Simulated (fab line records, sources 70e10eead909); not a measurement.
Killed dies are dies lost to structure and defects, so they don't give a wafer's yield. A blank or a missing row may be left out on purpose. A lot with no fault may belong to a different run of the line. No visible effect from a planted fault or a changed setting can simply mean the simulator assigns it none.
Matching of chambers / flow nand harc / rie diel-08 running NHARC_P_M1_DESCUM_14: 4 sister chambers
The step chemistry O2, time 3 s. 8 wafers are shown with their chamber, then 11 later ones without.

## WAFERS, EACH WITH ITS CHAMBER
wafer=L079.6; chamber=3; oes product au (a.u.)=1.027; throttle valve pct (%)=11.314
wafer=L082.6; chamber=2; oes product au (a.u.)=0.994; throttle valve pct (%)=11.309
wafer=L084.2; chamber=3; oes product au (a.u.)=1.020; throttle valve pct (%)=11.300
wafer=L084.4; chamber=0; oes product au (a.u.)=0.989; throttle valve pct (%)=11.320
wafer=L088.2; chamber=2; oes product au (a.u.)=0.988; throttle valve pct (%)=11.324
wafer=L088.3; chamber=1; oes product au (a.u.)=0.972; throttle valve pct (%)=11.306
wafer=L088.6; chamber=0; oes product au (a.u.)=0.982; throttle valve pct (%)=11.309
wafer=L085.1; chamber=1; oes product au (a.u.)=0.975; throttle valve pct (%)=11.286

## WAFERS WITHOUT THEIR CHAMBER
wafer=L085.2; oes product au (a.u.)=0.978; throttle valve pct (%)=11.286
wafer=L085.3; oes product au (a.u.)=1.012; throttle valve pct (%)=11.294
wafer=L086.1; oes product au (a.u.)=1.012; throttle valve pct (%)=11.313
wafer=L086.2; oes product au (a.u.)=0.987; throttle valve pct (%)=11.314
wafer=L086.5; oes product au (a.u.)=1.009; throttle valve pct (%)=11.317
wafer=L087.1; oes product au (a.u.)=0.982; throttle valve pct (%)=11.313
wafer=L087.4; oes product au (a.u.)=0.983; throttle valve pct (%)=11.306
wafer=L087.6; oes product au (a.u.)=0.983; throttle valve pct (%)=11.320
wafer=L094.1; oes product au (a.u.)=0.993; throttle valve pct (%)=11.319
wafer=L094.2; oes product au (a.u.)=0.989; throttle valve pct (%)=11.312
wafer=L094.5; oes product au (a.u.)=0.983; throttle valve pct (%)=11.305

## CHAMBER TAKEN BY EACH
wafer=L085.2; from the rows above=can't be placed: 1 or 0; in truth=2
wafer=L085.3; from the rows above=3; in truth=3
wafer=L086.1; from the rows above=3; in truth=3
wafer=L086.2; from the rows above=can't be placed: 0 or 2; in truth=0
wafer=L086.5; from the rows above=can't be placed: 3 or 2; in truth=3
wafer=L087.1; from the rows above=can't be placed: 0 or 2 or 1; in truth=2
wafer=L087.4; from the rows above=can't be placed: 0 or 2 or 1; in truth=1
wafer=L087.6; from the rows above=can't be placed: 0 or 2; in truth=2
wafer=L094.1; from the rows above=can't be placed: 2 or 0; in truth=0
wafer=L094.2; from the rows above=can't be placed: 2 or 0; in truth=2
wafer=L094.5; from the rows above=can't be placed: 0 or 2 or 1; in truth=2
Correct placement for 2 of the 11. These rows do not allow placing 9 (true chamber among the candidates in 8). Number placed wrongly: 0.
How it was worked out, from the rows above alone: a wafer's distance from a chamber is the root of the sum, over the readings, of the square of ((its reading less the chamber's mean) divided by the reading's scatter). If the next closest chamber is less than 2 further off than the closest, the wafer can't be placed; otherwise it belongs to the closest. For every chamber, the mean is computed from those of its wafers that are shown. The scatter: take each reading less its chamber's mean, square it, sum over the shown wafers, divide by the number of wafers less the number of chambers, and take the root.
